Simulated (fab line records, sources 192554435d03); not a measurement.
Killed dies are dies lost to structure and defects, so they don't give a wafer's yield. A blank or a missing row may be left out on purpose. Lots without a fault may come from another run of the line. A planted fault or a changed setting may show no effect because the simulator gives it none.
fab line records | flow n5_finfet
record lots=5 wafers=15 last_day=14
route steps=1938 shown FIN_SAQP@108 BEOL_M4@1111
lots that met no fault: from a run of the same line without faults
start_h: hours from the record's first day to the start of the lot's first wafer shown | wait_h: hours since the lot's step before | " the same as in the row above | L1.1+2: a row that stands for several wafers | - no value, or no start given | * or withheld: withheld | < > ~ a bound
route shown NAME@n: a module of which the file shows steps, and the number in the route of the first | usual: mean/standard deviation of fault-free wafers | same: alike in all rows | chamber/n: place in a boat | sites: the reading at each site | _std_site: their standard deviation | _edge_site: outer sites' mean less inner sites' | radius_mm: how far each site lies from the wafer's centre | mask NAME#n: copy n | behind: the tool/chamber that last shaped the wafer | hold: why the lot was held/for how many hours/how that ended | device: the transistor (n, p or np) that didn't switch | end of line: the same wafers' tests at the end of the route | a step without rows: its recipe alone | killed: dies lost to structure and defects at the first sort, not the wafer's yield | map: a wafer's dies, x killed, . not, _ none there
set.NAME: the setting as run; set.NAME@STEP: as run at that earlier step | model.NAME: the simulator's own value behind a step, which no gauge read
lots at some steps of the route; a table a step, a row a wafer
services: from which hour (start_h, from the record's first day; less than 0 if before it) a tool's chamber was out of use, for how many hours, and why
## steps
# step N5_FIN_SAQP_EXPOSE_13
# recipe mask_id=FIN_CORE na=1.35 source_shape=dipole sigma_inner=0.538 sigma_outer=0.738 polarization=te target_cd_nm=35.6 dose_mj=63.25
# step N5_FIN_SAQP_PEB_14
# recipe peb_temp_c=withheld peb_time_s=60 resist=CAR-ArF
# step N5_FIN_SAQP_DEVELOP_15
# recipe develop_time_s=30 developer=TMAH resist=CAR-ArF dev_temp_c=23 rinse_liquid=diw dry=air_spin
# step N5_FIN_SAQP_DESCUM_21
# recipe chemistry=O2 time_s=7.9 source_power_w=50 bias_power_w=20 pressure_mtorr=20 rf_frequency_hz=2.712e+07 temp_c=40 resist=CAR-ArF o2_flow_sccm=225
# step N5_FIN_SAQP_ETCH_51
# recipe chemistry=CF4 target=SiARC target_depth_a=455 mask_material=CAR-ArF time_s=75.8 ion_energy_ev=80 pressure_mtorr=40 source_w=545 bias_w=36 Ar_flow_sccm=100 cf4_flow_sccm=100 ends=cleared
# step N5_FIN_SAQP_ETCH_52
# recipe chemistry=N2/H2 target=SOC target_depth_a=1000 overetch_a=200 mask_material=SiARC temp_c=40 time_s=150 ion_energy_ev=200 pressure_mtorr=30 source_w=840 bias_w=150 n2_flow_sccm=200 h2_flow_sccm=200 ends=end_point
# step N5_FIN_SAQP_STRIP_53
# recipe chemistry=N2/H2 temp_c=40 n2_flow_sccm=200 h2_flow_sccm=200 rf_frequency_hz=6e+07
# step N5_FIN_SAQP_HM_OPEN_73
# recipe chemistry=CHF3/O2 target=SiO2 stop_on=a-Si target_depth_a=120 over_etch_frac=1.8 mask_material=SOC time_s=16.8 pressure_mtorr=30 source_w=650 bias_w=170 Ar_flow_sccm=200 CHF3_flow_sccm=50 O2_flow_sccm=5 ion_energy_ev=200 ends=end_point
# step N5_FIN_SAQP_STRIP_74
# recipe chemistry=CHF3/O2 resist=SiARC rf_frequency_hz=6e+07
# step N5_FIN_SAQP_MANDREL_ETCH_22
# recipe target_depth_a=600 chemistry=HBr/Cl2 target=a-Si stop_on=SiNx bt_time_s=10 over_etch_frac=0.5 time_s=30 pressure_mtorr=10 icp_w=800 bias_w=75 HBr_flow_sccm=150 Cl2_flow_sccm=80 ends=end_point
# usual drypump_motor_current_A=5.9/0.51 oes_product_au=0.765/0.014 over_etch_frac=0.5/0 throttle_valve_pct=35.31/0.23
# columns lot.wafer tool chamber start_h wait_h drypump_motor_current_A oes_product_au over_etch_frac rf_hours_counter_h throttle_valve_pct model.SOC_of_FIN_SAQP_COAT_49.thk_nm model.SiNx_of_FIN_SAQP_PECVD_48.thk_nm
L801.2 rie_si-02 1 70.08 0.0 6.3 0.783 0.5 3 35.44 76.59 25.49
L801.4 " 0 " " 5.8 0.753 0.5 132 35.56 77.22 25.1
L801.5 " 1 " " 6.3 0.766 0.5 - 35.42 76.8 25.56
L802.4 rie_si-02 2 76.65 0.0 6.1 0.653 0.96404 23 35.26 68.02 21.35
L802.5 " 0 " " 5.8 0.657 0.96404 - 35.76 69.62 22.08
L802.6 " 1 " " 6.3 0.675 0.96404 - 35.63 69.39 21.53
L803.1 rie_si-02 3 82.77 0.0 5.0 0.642 0.96404 69 35.47 70.11 21.78
L803.3 " 2 " " 6.1 0.631 0.96404 23 35.28 69.06 20.95
L803.4 " 0 " " 5.8 0.651 0.96404 132 35.79 70.47 21.48
L804.2 rie_si-02 1 88.91 0.0 6.3 0.649 0.96404 3 35.67 69.15 20.52
L804.3 " 3 " " 5.0 0.638 0.96404 69 35.46 69.93 21.69
L804.6 " 3 " " 5.0 0.655 0.96404 - 35.45 69.28 21.46
L805.1 rie_si-03 3 95.89 0.0 5.4 0.781 0.5 62 34.64 76.36 25.16
L805.3 " 0 " " 5.3 0.743 0.5 197 35.39 76.56 25.14
L805.5 " 0 " " 5.3 0.756 0.5 - 35.34 76.91 24.98
# step N5_FIN_SAQP_STRIP_55
# recipe chemistry=N2/H2 power_w=500 temp_c=40 pressure_mtorr=50 rf_frequency_hz=6e+07 overash_fraction=0.3 bias_power_w=28 h2_frac=0.5 n2_flow_sccm=300 h2_flow_sccm=300
# step N5_FIN_SAQP_STRIP_23
# recipe chemistry=SPM time_s=750 temp_c=130 h2so4_h2o2_vol_ratio=4
# step N5_FIN_SAQP_SRD_66
# recipe dry=ipa_marangoni time_s=30 temp_c=23 rinse_liquid=diw
# step N5_FIN_SAQP_RECESS_75
# recipe chemistry=HF/NH3 target=SiO2 target_depth_a=144 afs_cycles=3 temp_c=30 sublimation_temp_c=180 sublimation_time_s=60
# step N5_FIN_SAQP_SPACER1_ALD_24
# recipe material=SiO2 target_thk_a=203 temp_c=300 ald_precursor_family=BDEAS ald_co_reactant=O2-plasma pulse_time_s=1 purge_time_s=2 co_reactant_purge_time_s=2 ald_cycles=218 pressure_torr=2
# step N5_FIN_SAQP_SPACER1_ETCHBACK_25
# recipe chemistry=CHF3/O2 mode=anisotropic_etchback target=SiO2 target_depth_a=244 time_s=12.2 pressure_mtorr=30 source_w=650 bias_w=170 Ar_flow_sccm=200 CHF3_flow_sccm=50 O2_flow_sccm=5 ion_energy_ev=200
# step N5_FIN_SAQP_MANDREL1_REMOVE_56
# recipe chemistry=HBr/Cl2/O2 bt_time_s=10 target=a-Si stop_on=SiNx endpoint=OES-SiCl over_etch_frac=1 icp_w=600 bias_w=22 HBr_flow_sccm=150 Cl2_flow_sccm=80 O2_flow_sccm=5 pressure_mtorr=10
# step N5_FIN_SAQP_ETCH_57
# recipe chemistry=CH3F/O2 target=SiNx mask_material=SiO2 target_depth_a=325 time_s=46.4 pressure_mtorr=30 source_w=395 bias_w=73 Ar_flow_sccm=150 CH3F_flow_sccm=30 O2_flow_sccm=20 ion_energy_ev=120 ends=cleared
# usual drypump_motor_current_A=5.5/0.49 etch_rf_on_time_s=46.7/1 oes_product_au=0.67/0.06 rf_vpp_V=298/3.9 showerhead_plenum_p_Torr=2.01/0.069 throttle_valve_pct=16.36/0.25
# columns lot.wafer tool chamber start_h wait_h drypump_motor_current_A etch_rf_on_time_s oes_product_au rf_hours_counter_h rf_vpp_V showerhead_plenum_p_Torr throttle_valve_pct model.etch.depth_nm
L801.2 rie_diel-01 1 71.99 0.1 5.7 47.4 0.59 226 292 1.98 16.51 25.49
L801.4 " 2 " " 5.2 47.3 0.71 - 294 2.12 16.58 25.1
L801.5 " 1 " " 5.7 48.1 0.60 - 291 1.97 16.50 25.56
L802.4 rie_diel-03 3 79.69 0.0 5.8 39.6 0.59 237 301 2.05 16.65 21.35
L802.5 " 1 " " 4.8 40.9 0.72 - 296 1.96 15.97 22.08
L802.6 " 0 " " 6.2 38.8 0.62 - 300 2.07 16.49 21.53
L803.1 rie_diel-01 2 84.78 0.0 5.1 41.7 0.69 78 294 2.12 16.59 21.78
L803.3 " 1 " " 5.7 39.2 0.58 231 291 1.97 16.52 20.95
L803.4 " 3 " " 6.5 39.2 0.78 16 302 2.12 15.94 21.48
L804.2 rie_diel-03 2 91.11 0.0 5.7 38.5 0.63 177 299 1.92 16.51 20.52
L804.3 " 0 " " 6.3 39.3 0.62 193 300 2.07 16.50 21.69
L804.6 " 2 " " 5.7 40.4 0.62 - 299 1.92 16.52 21.46
L805.1 rie_diel-06 3 98.13 0.2 4.9 47.0 0.73 50 301 1.94 15.89 25.16
L805.3 " 1 " " 5.4 46.5 0.70 75 301 2.04 16.32 25.14
L805.5 " 0 " " 5.0 46.2 0.64 - 291 2.07 16.52 24.98
# step N5_FIN_SAQP_ETCH_65
# recipe chemistry=CF4 target=SiO2 target_depth_a=40 ion_energy_ev=350 time_s=4.4 pressure_mtorr=10 icp_w=800 bias_w=400 cf4_flow_sccm=80
# step N5_BEOL_M4_RC_MEAS_101
# usual DIBL_N=36.3/1.7 DIBL_P=36.5/1.8 IOFF_N=0.16/0.033 IOFF_P=0.21/0.037 ION_N=675/11 ION_P=462/7.9 SS_N=71.6/0.64 SS_P=73.3/0.68 VT_N=249/3.3 VT_P=-250/3.3
# columns lot.wafer tool chamber start_h wait_h DIBL_N[mV/V] DIBL_P[mV/V] IOFF_N[nA/um] IOFF_P[nA/um] ION_N[uA/um] ION_P[uA/um] SS_N[mV/dec] SS_P[mV/dec] VT_N[mV] VT_P[mV]
L801.2 prober-02 0 207.73 0.2 32.4 33.5 0.11 0.17 654 456 70.4 72.3 255 -253
L801.4 " 0 " " 35.0 35.8 0.14 0.20 661 460 71.8 73.1 250 -249
L801.5 " 0 " " 36.4 37.2 0.16 0.22 660 454 72.8 73.6 248 -251
L803.1 prober-01 0 223.19 0.0 35.6 36.8 0.16 0.23 691 475 71.3 74.3 248 -250
L803.3 " 0 " " 35.2 35.9 0.15 0.22 679 466 71.8 73.9 252 -250
L803.4 " 0 " " 35.1 37.3 0.16 0.24 684 468 72.2 73.7 250 -249
L802.4 prober-02 0 224.24 0.6 36.8 36.9 0.14 0.19 669 451 71.4 73.1 253 -252
L802.5 " 0 " " 36.0 36.4 0.13 0.17 657 448 70.8 72.8 250 -257
L802.6 " 0 " " 35.1 36.4 0.13 0.19 672 463 70.9 74.2 251 -253
L804.2 prober-01 0 225.41 0.2 34.4 32.5 0.13 0.16 660 450 71.4 72.5 252 -255
L804.3 " 0 " " 36.8 36.6 0.17 0.21 674 455 71.7 73.4 250 -252
L804.6 " 0 " " 36.9 36.5 0.18 0.21 671 458 71.9 73.2 247 -252
L805.1 prober-02 0 231.02 0.0 36.1 36.2 0.17 0.22 676 463 72.2 73.2 249 -250
L805.3 " 0 " " 39.4 40.8 0.24 0.31 686 470 71.8 74.3 243 -246
L805.5 " 0 " " 37.9 38.3 0.20 0.25 680 463 72.3 74.7 245 -250
## services
# columns tool chamber start_h hours kind
rie_diel-06 - 54.77 0.3 repair
rie_diel-03 2 54.77 2.2 repair
rie_diel-01 3 68.92 12.7 repair
rie_diel-06 - 89.79 0.7 repair
rie_si-03 1 91.18 11.2 repair
## key
first_sign step=N5_FIN_SAQP_MANDREL_ETCH_22 reading=over_etch_frac direction=up sigmas=99+ usual=0.5 struck=0.96404
effect step=N5_FIN_SAQP_MANDREL_ETCH_22 reading=oes_product_au direction=down sigmas=8.3 usual=0.765 struck=0.650
effect step=N5_FIN_SAQP_ETCH_57 reading=etch_rf_on_time_s direction=down sigmas=6.9 usual=* struck=*
model_effect step=N5_FIN_SAQP_MANDREL_ETCH_22 value=SOC_of_FIN_SAQP_COAT_49.thk_nm without=76.75 struck=69.45
model_effect step=N5_FIN_SAQP_ETCH_57 value=etch.depth_nm without=25.25 struck=21.43
met_at N5_FIN_SAQP_MANDREL_ETCH_22
struck_wafers L802.4,L802.5,L802.6,L803.1,L803.3,L803.4,L804.2,L804.3,L804.6
onset_between 70.08 76.65
fault kind=process_parameter_drift tool=rie_si-02 chamber=- onset_h=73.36 steps=N5_FIN_SAQP_MANDREL_ETCH_22 channel=over_etch_frac offset=0.46404 shape=step end_h=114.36 acts_in=these_recipes_only stated=0.5
